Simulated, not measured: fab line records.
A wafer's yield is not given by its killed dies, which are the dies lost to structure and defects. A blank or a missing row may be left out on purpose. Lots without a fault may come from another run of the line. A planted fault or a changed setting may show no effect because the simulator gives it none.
fab line records	flow nandHarc
[record] lots = 6	wafers = 18	lastDay = 24
route steps=1159 shown A_SOURCE_PLATE@420 A_ONON_D1@424
lots with no fault: from the same line, run without faults
startH: the number of hours between the record's first day and the start of the first shown wafer of the lot	waitH: time in hours since the lot's previous step	" same as the row above	L1.1+2: several wafers, shown together as one row	- no value present, or no start provided	* or withheld: withheld	< > ~ a bound
route shown NAME@n: names a module that has steps shown in the file, with the first one's number in the route	usual: mean/standard deviation of fault-free wafers	same: alike in all rows	chamber/n: place in a boat	sites: each site's reading	_std_site: standard deviation across them	_edge_site: mean of outer sites minus mean of inner sites	radiusMm: how far each site lies from the wafer's centre	mask NAME#n: copy n	behind: the tool/chamber that last shaped the wafer	hold: why the lot went on hold/how many hours it stayed there/how the hold came to an end	device: whichever transistor did not switch (one of n, p or np)	end of line: at the end of the route, the tests of the same wafers	where a step has no rows: the recipe by itself	killed: not the wafer's yield, but the dies lost to structure and defects at the first sort	map: a wafer's dies, x killed, . not, _ none there
set.NAME: setting as actually run; set.NAME@STEP: the setting as run at that earlier step	model.NAME: the simulator's own value behind a step, which no gauge read
lots at some steps of the route; a table a step, a row a wafer
services: from which hour (startH, from the record's first day; less than 0 if before it) a tool's chamber was out of use, for how many hours, and why
[[steps]]
[step NHARC_A_SOURCE_PLATE_THK_MEAS_06]
[recipe] thkMeasGauge = ellipsometry
[usual] thkNm = 200.5/2.5
lot.wafer	tool	chamber	startH	waitH	thkNm
L576.1	filmMetro-02	-	187.45	0.4	199.0
L576.4	"	-	"	"	198.9
L576.6	"	-	"	"	197.9
L578.2	filmMetro-01	-	199.15	0.4	199.4
L578.3	"	-	"	"	198.2
L578.5	"	-	"	"	197.9
L582.2	filmMetro-02	-	236.72	0.4	201.1
L582.4	"	-	"	"	200.4
L582.5	"	-	"	"	202.1
L586.2	filmMetro-02	-	243.37	0.4	201.2
L586.3	"	-	"	"	200.1
L586.6	"	-	"	"	200.0
L592.1	filmMetro-02	-	282.86	0.4	198.3
L592.3	"	-	"	"	198.6
L592.4	"	-	"	"	199.6
L594.1	filmMetro-01	-	291.95	0.4	200.7
L594.2	"	-	"	"	202.5
L594.5	"	-	"	"	199.0
[step NHARC_A_SOURCE_PLATE_INSPECT_08]
[usual] rawDefectCount = 58/20
lot.wafer	tool	chamber	startH	waitH	rawDefectCount
L576.1	defectInspect-02	-	187.53	0.0	62
L576.4	"	-	"	"	62
L576.6	"	-	"	"	48
L578.2	defectInspect-01	-	199.23	0.0	37
L578.3	"	-	"	"	45
L578.5	"	-	"	"	22
L582.2	defectInspect-02	-	236.78	0.0	28
L582.4	"	-	"	"	42
L582.5	"	-	"	"	57
L586.2	defectInspect-02	-	243.45	0.0	70
L586.3	"	-	"	"	69
L586.6	"	-	"	"	61
L592.1	defectInspect-02	-	282.92	0.0	26
L592.3	"	-	"	"	37
L592.4	"	-	"	"	28
L594.1	defectInspect-02	-	292.01	0.0	70
L594.2	"	-	"	"	39
L594.5	"	-	"	"	94
[step NHARC_A_ONON_D1_DEP_00]
[recipe] targetThkA = 10000	n2FlowSccm = 2750	n2oFlowSccm = 2000	nh3FlowSccm = 500	sih4FlowSccm = 210	tempC = 400
[step NHARC_A_ONON_D1_THK_MEAS_02]
[recipe] thkMeasGauge = ellipsometry
[usual] thkNm = 999/10
lot.wafer	tool	chamber	startH	waitH	thkNm
L576.1	filmMetro-02	-	188.34	-	998
L576.4	"	-	"	"	998
L576.6	"	-	"	"	1000
L578.2	filmMetro-01	-	200.12	-	974
L578.3	"	-	"	"	975
L578.5	"	-	"	"	975
L582.2	filmMetro-01	-	237.36	-	1005
L582.4	"	-	"	"	1003
L582.5	"	-	"	"	1003
L586.2	filmMetro-01	-	244.03	-	994
L586.3	"	-	"	"	993
L586.6	"	-	"	"	995
L592.1	filmMetro-02	-	283.49	-	991
L592.3	"	-	"	"	989
L592.4	"	-	"	"	992
L594.1	filmMetro-01	-	292.58	-	1001
L594.2	"	-	"	"	1004
L594.5	"	-	"	"	1001
[step NHARC_A_ONON_D1_DEP_03]
[recipe] targetThkA = 10000	n2FlowSccm = 2750	n2oFlowSccm = 2000	nh3FlowSccm = 500	sih4FlowSccm = 210	tempC = 400
[step NHARC_A_ONON_D1_THK_MEAS_05]
[recipe] thkMeasGauge = ellipsometry
[usual] thkNm = 1001/9.4
lot.wafer	tool	chamber	startH	waitH	thkNm
L576.1	filmMetro-01	-	188.92	-	1004
L576.4	"	-	"	"	1003
L576.6	"	-	"	"	1004
L578.2	filmMetro-01	-	200.68	-	1014
L578.3	"	-	"	"	1013
L578.5	"	-	"	"	1011
L582.2	filmMetro-01	-	238.26	-	981
L582.4	"	-	"	"	980
L582.5	"	-	"	"	983
L586.2	filmMetro-02	-	244.60	-	1003
L586.3	"	-	"	"	1004
L586.6	"	-	"	"	1006
L592.1	filmMetro-02	-	284.06	-	1014
L592.3	"	-	"	"	1016
L592.4	"	-	"	"	1013
L594.1	filmMetro-02	-	293.28	-	986
L594.2	"	-	"	"	986
L594.5	"	-	"	"	988
[step NHARC_A_ONON_D1_DEP_06]
[recipe] targetThkA = 10000	n2FlowSccm = 2750	n2oFlowSccm = 2000	nh3FlowSccm = 500	sih4FlowSccm = 210	tempC = 400
[step NHARC_A_ONON_D1_THK_MEAS_08]
[recipe] thkMeasGauge = ellipsometry
[usual] thkNm = 1001/9.2
lot.wafer	tool	chamber	startH	waitH	thkNm
L576.1	filmMetro-02	-	189.49	-	1014
L576.4	"	-	"	"	1014
L576.6	"	-	"	"	1014
L578.2	filmMetro-01	-	201.25	-	995
L578.3	"	-	"	"	994
L578.5	"	-	"	"	993
L582.2	filmMetro-01	-	238.83	-	1002
L582.4	"	-	"	"	1001
L582.5	"	-	"	"	1001
L586.2	filmMetro-02	-	245.16	-	1013
L586.3	"	-	"	"	1013
L586.6	"	-	"	"	1011
L592.1	filmMetro-01	-	284.63	-	1021
L592.3	"	-	"	"	1021
L592.4	"	-	"	"	1021
L594.1	filmMetro-01	-	293.84	-	1010
L594.2	"	-	"	"	1010
L594.5	"	-	"	"	1010
[step NHARC_A_ONON_D1_DEP_09]
[recipe] targetThkA = 10000	n2FlowSccm = 2750	n2oFlowSccm = 2000	nh3FlowSccm = 500	sih4FlowSccm = 210	tempC = 400
[step NHARC_A_ONON_D1_THK_MEAS_11]
[recipe] thkMeasGauge = ellipsometry
[usual] thkNm = 1000/9.6
lot.wafer	tool	chamber	startH	waitH	thkNm
L576.1	filmMetro-02	-	190.06	-	1000
L576.4	"	-	"	"	999
L576.6	"	-	"	"	999
L578.2	filmMetro-01	-	201.81	-	987
L578.3	"	-	"	"	990
L578.5	"	-	"	"	989
L582.2	filmMetro-02	-	239.40	-	1003
L582.4	"	-	"	"	1003
L582.5	"	-	"	"	1005
L586.2	filmMetro-01	-	245.73	-	1010
L586.3	"	-	"	"	1011
L586.6	"	-	"	"	1010
L592.1	filmMetro-02	-	285.20	-	1015
L592.3	"	-	"	"	1018
L592.4	"	-	"	"	1018
L594.1	filmMetro-02	-	294.42	-	1005
L594.2	"	-	"	"	1003
L594.5	"	-	"	"	1004
[step NHARC_A_ONON_D1_DEP_12]
[recipe] targetThkA = 10000	n2FlowSccm = 2750	n2oFlowSccm = 2000	nh3FlowSccm = 500	sih4FlowSccm = 210	tempC = 400
[usual] susceptorTempC = 399.96/0.22
lot.wafer	tool	chamber	startH	waitH	susceptorTempC
L576.1	pecvdOnon-04	0	190.11	0.1	400.20
L576.4	"	0	"	"	400.22
L576.6	"	0	"	"	400.40
L578.2	pecvdOnon-04	0	201.93	0.1	399.71
L578.3	"	0	"	"	399.65
L578.5	"	0	"	"	399.83
L582.2	pecvdOnon-02	0	239.52	0.1	399.71
L582.4	"	0	"	"	399.58
L582.5	"	0	"	"	399.93
L586.2	pecvdOnon-02	0	245.84	0.1	399.96
L586.3	"	0	"	"	399.92
L586.6	"	0	"	"	399.85
L592.1	pecvdOnon-04	0	285.25	0.1	400.04
L592.3	"	0	"	"	400.18
L592.4	"	0	"	"	399.94
L594.1	pecvdOnon-03	0	294.48	0.1	399.94
L594.2	"	0	"	"	399.92
L594.5	"	0	"	"	399.67
[step NHARC_A_ONON_D1_THK_MEAS_14]
[recipe] thkMeasGauge = ellipsometry
[usual] thkNm = 998/12
lot.wafer	tool	chamber	startH	waitH	hold	thkNm
L576.1	filmMetro-01	-	190.63	-	awaitDispo/0.2h/release	1525
L576.4	"	-	"	"	awaitDispo/0.2h/release	1524
L576.6	"	-	"	"	awaitDispo/0.2h/release	1527
L576.1	filmMetro-01	-	190.80	0.2	-	1521
L576.4	"	-	"	"	-	1525
L576.6	"	-	"	"	-	1524
L578.2	filmMetro-01	-	202.37	-	awaitDispo/0.2h/release	1512
L578.3	"	-	"	"	awaitDispo/0.2h/release	1513
L578.5	"	-	"	"	awaitDispo/0.2h/release	1511
L578.2	filmMetro-01	-	202.54	0.2	-	1512
L578.3	"	-	"	"	-	1510
L578.5	"	-	"	"	-	1512
L582.2	filmMetro-01	-	239.97	-	-	1006
L582.4	"	-	"	"	-	1008
L582.5	"	-	"	"	-	1006
L586.2	filmMetro-02	-	246.29	-	-	990
L586.3	"	-	"	"	-	990
L586.6	"	-	"	"	-	991
L592.1	filmMetro-01	-	285.76	-	-	991
L592.3	"	-	"	"	-	994
L592.4	"	-	"	"	-	994
L594.1	filmMetro-02	-	294.99	-	-	1000
L594.2	"	-	"	"	-	999
L594.5	"	-	"	"	-	999
[[services]]
tool	chamber	startH	hours	kind
pecvdOnon-03	-	223.76	8.2	repair
pecvdOnon-04	-	237.20	13.0	pm
pecvdOnon-02	-	292.00	13.0	pm
[[key]]
[firstSign] step = NHARC_A_ONON_D1_THK_MEAS_14	reading = visit	direction = added
[effect] step = NHARC_A_ONON_D1_THK_MEAS_14	reading = thkNm	direction = up	sigmas = 45	usual = 998	struck = 1518
metAt NHARC_A_ONON_D1_DEP_12
struckWafers L576.1,L576.4,L576.6,L578.2,L578.3,L578.5
scrappedBehind NHARC_A_ONON_D1_THK_MEAS_14 L576.1,L576.4,L576.6,L578.2,L578.3,L578.5
[fault] kind = processParameterDrift	tool = pecvdOnon-04	chamber = -	onsetH = 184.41	steps = NHARC_A_ONON_D1_DEP_12	channel = targetThkA	offset = *	shape = step	endH = 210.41	actsIn = *	stated = *
